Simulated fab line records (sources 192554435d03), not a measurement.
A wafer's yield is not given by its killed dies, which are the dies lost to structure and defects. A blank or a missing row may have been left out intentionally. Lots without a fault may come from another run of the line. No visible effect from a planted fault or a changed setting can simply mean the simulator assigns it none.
Matching of chambers :: flow n5-finfet :: pecvd-01 running N5_BEOL_M9_DEP_56: 3 sister chambers
The step deposits SiCN from 3MS/NH3, target thk 15 nm, time 26.5 s. 3 wafers are shown with their chamber, then 8 later ones without.

EACH WAFER AND ITS CHAMBER
wafer: L088.2
chamber: 2
throttle-valve-pct (%): 8.3

wafer: L088.4
chamber: 1
throttle-valve-pct (%): 9.9

wafer: L091.1
chamber: 0
throttle-valve-pct (%): 9.1

WAFERS WITHOUT THEIR CHAMBER
wafer: L091.3
throttle-valve-pct (%): 8.5

wafer: L091.4
throttle-valve-pct (%): 8.3

wafer: L092.2
throttle-valve-pct (%): 8.7

wafer: L092.4
throttle-valve-pct (%): 8.2

wafer: L092.6
throttle-valve-pct (%): 9.2

wafer: L095.1
throttle-valve-pct (%): 8.4

wafer: L095.2
throttle-valve-pct (%): 10.1

wafer: L095.4
throttle-valve-pct (%): 10.0

THE CHAMBER EACH PASSED THROUGH
wafer: L091.3
from the rows above: 2
in truth: 2

wafer: L091.4
from the rows above: 2
in truth: 2

wafer: L092.2
from the rows above: can't be placed: 2 or 0
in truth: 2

wafer: L092.4
from the rows above: 2
in truth: 2

wafer: L092.6
from the rows above: 0
in truth: 0

wafer: L095.1
from the rows above: 2
in truth: 2

wafer: L095.2
from the rows above: 1
in truth: 1

wafer: L095.4
from the rows above: 1
in truth: 1
7 of 8 placed correctly. Can't be placed from these rows: 1 (the true chamber is among the candidates in 1). Placed wrongly: 0.
How it was worked out, from the rows above alone: a wafer's distance from a chamber is the root of the sum, over the readings, of the square of ((its reading less the chamber's mean) divided by the reading's scatter). The wafer belongs to the nearest chamber; if the next one is less than 2 further off, it can't be placed. For every chamber, the mean is computed from those of its wafers that are shown. The scatter: with one shown wafer a chamber, the root of the mean of the squares of how far each hidden wafer lies from its nearest shown one.
